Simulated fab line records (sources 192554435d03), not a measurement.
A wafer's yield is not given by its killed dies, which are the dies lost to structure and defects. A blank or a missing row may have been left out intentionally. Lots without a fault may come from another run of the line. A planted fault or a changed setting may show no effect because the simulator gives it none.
Which tool is to blame?	flow n5_finfet	8 lots with 24 wafers sampled at 5 steps, on a route of 1938 steps

## WHAT EACH GAUGE READ, for each wafer
N5_BEOL_M4_RC_MEAS_101. Usual: DIBL_N 35.8 mV/V, standard deviation 1.7; DIBL_P 35.3 mV/V, standard deviation 2; IOFF_N 0.150 nA/um, standard deviation 0.026; IOFF_P 0.194 nA/um, standard deviation 0.029; ION_N 667 uA/um, standard deviation 11; ION_P 456 uA/um, standard deviation 7.1; SS_N 71.4 mV/dec, standard deviation 0.65; SS_P 73.1 mV/dec, standard deviation 0.64; VT_N 251 mV, standard deviation 3; VT_P -252 mV, standard deviation 3.2.
lot	measured	on	DIBL_N (mV/V)	DIBL_P (mV/V)	IOFF_N (nA/um)	IOFF_P (nA/um)	ION_N (uA/um)	ION_P (uA/um)	SS_N (mV/dec)	SS_P (mV/dec)	VT_N (mV)	VT_P (mV)	flag
L226	day 12 13:01	prober-01	34.5 33.9 35.6	36.0 34.6 36.7	0.148 0.136 0.175	0.217 0.202 0.238	665 660 671	464 463 462	71.5 70.9 71.9	73.9 72.9 73.8	250 251 247	-247 -250 -246	
L228	day 12 22:44	prober-02	37.4 32.9 36.3	38.0 32.1 35.2	0.163 0.104 0.139	0.246 0.162 0.201	681 668 664	466 461 467	70.8 70.4 70.6	73.6 72.0 72.2	250 254 253	-247 -252 -251	
L238	day 15 08:19	prober-01	34.3 36.6 34.5	34.8 37.6 35.9	0.117 0.153 0.129	0.170 0.217 0.184	668 666 674	463 458 463	70.9 71.9 71.3	73.4 73.2 73.1	255 253 252	-253 -251 -253	
L239	day 15 11:44	prober-02	37.6 36.5 36.8	35.2 35.3 36.0	0.177 0.159 0.167	0.217 0.212 0.225	680 669 679	463 461 464	71.3 70.4 71.2	73.9 72.7 73.7	248 250 250	-248 -250 -252	
L240	day 15 13:35	prober-02	36.4 32.1 38.1	37.8 30.6 38.0	0.167 0.103 0.195	0.192 0.114 0.186	676 649 674	457 443 452	71.4 70.6 72.7	73.8 71.6 73.5	247 255 247	-252 -260 -255	

## WHICH TOOL RAN EACH LOT (tool, then ch and the chambers of the sampled wafers, then the start)
lot	N5_BEOL_M2_DESCUM_16	N5_BEOL_M2_ETCH_74	N5_BEOL_M2_ETCH_70	N5_BEOL_M2_VIA_ETCH_34
L226	rie_diel-01 ch 0,1,3, day 9 10:23	rie_diel-01 ch 0,1,3, day 9 10:25	rie_diel-01 ch 0,2,3, day 10 04:31	rie_diel-01 ch 0,2,3, day 10 04:37
L228	rie_diel-04 ch 0,1,2, day 9 19:16	rie_diel-04 ch 0,1,2, day 9 19:17	rie_diel-01 ch 0,1,3, day 11 01:02	rie_diel-01 ch 0,1,3, day 11 01:09
L229	rie_diel-03 ch 1,2, day 10 00:48	rie_diel-03 ch 1,2, day 10 00:50	rie_diel-03 ch 1,2, day 11 07:13	rie_diel-03 ch 1,2, day 11 07:20
L230	rie_diel-04 ch 0,1,2, day 10 01:59	rie_diel-04 ch 0,1,2, day 10 02:01	rie_diel-01 ch 2,3, day 11 11:16	rie_diel-01 ch 2,3, day 11 11:22
L233	rie_diel-01 ch 1,2, day 10 17:02	rie_diel-01 ch 1,2, day 10 17:04	rie_diel-01 ch 0,1,3, day 11 21:40	rie_diel-01 ch 0,1,3, day 11 21:46
L238	rie_diel-03 ch 0,3, day 11 21:38	rie_diel-03 ch 0,3, day 11 21:40	rie_diel-03 ch 0,1, day 13 12:06	rie_diel-03 ch 0,1, day 13 12:13
L239	rie_diel-04 ch 1,2,3, day 12 09:52	rie_diel-04 ch 1,2,3, day 12 09:54	rie_diel-04 ch 0,1, day 13 15:21	rie_diel-04 ch 0,1, day 13 15:27
L240	rie_diel-03 ch 0,3, day 12 14:07	rie_diel-03 ch 0,3, day 12 14:08	rie_diel-01 ch 0,2,3, day 13 19:32	rie_diel-01 ch 0,2,3, day 13 19:39
- N5_BEOL_M2_DESCUM_16: chemistry O2, time 7 s.
- N5_BEOL_M2_ETCH_74: etches underlayer in N2/H2, target depth 6.5 nm, time 5.2 s.
- N5_BEOL_M2_ETCH_70: etches SOC in N2/H2, target depth 80 nm, overetch 24 nm, time 130 s.
- N5_BEOL_M2_VIA_ETCH_34: etches the open film in C4F6/O2, target depth 69.4 nm, time 65.9 s.

## AS READ BY THE TOOLS THEMSELVES (means over the sampled wafers that have a number; for cases with no such wafer, the mark the record gives instead)
N5_BEOL_M2_DESCUM_16. Usual: chamber_pressure_mTorr 19.998 mTorr, standard deviation 0.024; drypump_motor_current_A 5.9 A, standard deviation 0.49; oes_product_au 0.78 a.u., standard deviation 0.1; rf_vpp_V 242.9 V, standard deviation 1.4; showerhead_plenum_p_Torr 2.08 Torr, standard deviation 0.075; throttle_valve_pct 20.4 %, standard deviation 0.32.
lot	tool	chamber_pressure_mTorr (mTorr)	drypump_motor_current_A (A)	oes_product_au (a.u.)	rf_vpp_V (V)	showerhead_plenum_p_Torr (Torr)	throttle_valve_pct (%)	flag
L226	rie_diel-01	19.995	6.0	0.83	243.3	2.08	20.4	
L228	rie_diel-04	19.996	6.0	0.79	243.2	2.09	20.6	
L229	rie_diel-03	19.997	5.3	0.81	241.9	2.06	20.1	
L230	rie_diel-04	19.999	6.0	0.79	242.4	2.09	20.6	
L233	rie_diel-01	19.995	6.1	0.83	242.3	2.03	20.6	
L238	rie_diel-03	20.001	5.9	0.90	245.6	2.22	20.3	
L239	rie_diel-04	19.993	5.7	0.83	242.5	2.12	20.3	
L240	rie_diel-03	19.996	5.9	0.87	244.8	2.22	20.3	

N5_BEOL_M2_ETCH_74. Usual: bias_w 150.0 W, standard deviation 0.43; chamber_pressure_mTorr 30.00 mTorr, standard deviation 0.042; drypump_motor_current_A 5.9 A, standard deviation 0.49; etch_rf_on_time_s 5.27 s, standard deviation 0.1; oes_product_au 0.66 a.u., standard deviation 0.085; rf_vpp_V 523.3 V, standard deviation 2.9; showerhead_plenum_p_Torr 2.53 Torr, standard deviation 0.098; throttle_valve_pct 17.8 %, standard deviation 0.32.
lot	tool	bias_w (W)	chamber_pressure_mTorr (mTorr)	drypump_motor_current_A (A)	etch_rf_on_time_s (s)	oes_product_au (a.u.)	rf_vpp_V (V)	showerhead_plenum_p_Torr (Torr)	throttle_valve_pct (%)	flag
L226	rie_diel-01	150.0	30.01	6.1	5.22	0.71	523.3	2.52	17.7	
L228	rie_diel-04	149.8	30.02	6.0	5.30	0.67	522.1	2.53	18.0	
L229	rie_diel-03	149.6	30.04	5.3	5.24	0.71	522.3	2.50	17.5	
L230	rie_diel-04	150.1	30.00	6.0	5.26	0.67	523.2	2.53	18.0	
L233	rie_diel-01	150.8	30.00	6.0	5.22	0.71	522.6	2.46	18.0	
L238	rie_diel-03	149.8	29.97	6.0	5.29	0.76	527.8	2.70	17.8	
L239	rie_diel-04	149.7	29.95	5.7	5.23	0.71	524.5	2.57	17.7	
L240	rie_diel-03	149.8	30.01	5.9	5.24	0.74	527.9	2.70	17.8	

N5_BEOL_M2_ETCH_70. Usual: value, then standard deviation, for each; bias_w 150.0 W / 0.45; chamber_pressure_mTorr 30.000 mTorr / 0.03; drypump_motor_current_A 6.0 A / 0.47; oes_product_au 0.59 a.u. / 0.065; rf_vpp_V 523.4 V / 2.8; showerhead_plenum_p_Torr 2.52 Torr / 0.095; throttle_valve_pct 17.8 % / 0.38.
lot	tool	bias_w (W)	chamber_pressure_mTorr (mTorr)	drypump_motor_current_A (A)	oes_product_au (a.u.)	rf_vpp_V (V)	showerhead_plenum_p_Torr (Torr)	throttle_valve_pct (%)	flag
L226	rie_diel-01	150.1	30.008	6.3	0.58	523.9	2.50	17.8	
L228	rie_diel-01	150.6	30.009	6.1	0.60	523.3	2.51	17.7	
L229	rie_diel-03	149.8	30.017	5.3	0.60	522.3	2.49	17.5	
L230	rie_diel-01	149.6	29.957	6.4	0.58	521.6	2.44	17.9	
L233	rie_diel-01	150.5	30.013	6.0	0.60	522.2	2.51	17.7	
L238	rie_diel-03	150.1	29.986	5.5	0.68	528.2	2.69	17.6	
L239	rie_diel-04	149.6	29.977	6.3	0.59	524.4	2.57	17.8	
L240	rie_diel-01	150.1	29.986	6.3	0.55	522.7	2.49	17.9	

N5_BEOL_M2_VIA_ETCH_34. Usual: C4F6_flow_sccm 10.00 sccm, standard deviation 0.031; O2_flow_sccm 10.00 sccm, standard deviation 0.032; chamber_pressure_mTorr 14.999 mTorr, standard deviation 0.014; drypump_motor_current_A 6.0 A, standard deviation 0.47; oes_product_au 0.79 a.u., standard deviation 0.095; rf_vpp_V 670 V, standard deviation 12; showerhead_plenum_p_Torr 2.82 Torr, standard deviation 0.1; throttle_valve_pct 30.7 %, standard deviation 0.34.
lot	tool	C4F6_flow_sccm (sccm)	O2_flow_sccm (sccm)	chamber_pressure_mTorr (mTorr)	drypump_motor_current_A (A)	oes_product_au (a.u.)	rf_vpp_V (V)	showerhead_plenum_p_Torr (Torr)	throttle_valve_pct (%)	flag
L226	rie_diel-01	10.02	10.03	14.990	6.3	0.78	659	2.81	30.9	
L228	rie_diel-01	9.99	10.00	14.994	6.0	0.82	662	2.82	30.7	
L229	rie_diel-03	-	-	-	-	-	-	-	-	OFF
L230	rie_diel-01	-	-	-	-	-	-	-	-	OFF
L233	rie_diel-01	-	-	-	-	-	-	-	-	OFF
L238	rie_diel-03	9.99	10.00	15.002	5.5	0.91	674	2.99	30.5	
L239	rie_diel-04	10.02	9.97	14.988	6.3	0.80	674	2.88	30.8	
L240	rie_diel-01	9.98	10.04	15.002	6.3	0.75	659	2.80	30.9	

## THE ANSWER, worked out from the rows above alone
Rule: a lot is off if the mean of its wafers that have a number lies more than 3 standard deviations from the usual mean. Also off: a lot with no number at a reading for which 4 or more lots have one. All remaining lots with rows at the step are treated as sound. First the gauges in route order, then the tools' own readings, where a lot's mean is used as printed above. The first step at which some lot is off is used, and at that step the reading that is off furthest; a lot without a number counts as furthest.
Off: L229, L230, L233, at N5_BEOL_M2_VIA_ETCH_34 (C4F6_flow_sccm). Without a number there: L229, L230, L233.
If a tool, at that step or one of the process steps before it, ran each lot that is off and ran no sound lot following the first of them, it fits. None of those tried fits.

## WHAT THE SIMULATOR HAD INSERTED
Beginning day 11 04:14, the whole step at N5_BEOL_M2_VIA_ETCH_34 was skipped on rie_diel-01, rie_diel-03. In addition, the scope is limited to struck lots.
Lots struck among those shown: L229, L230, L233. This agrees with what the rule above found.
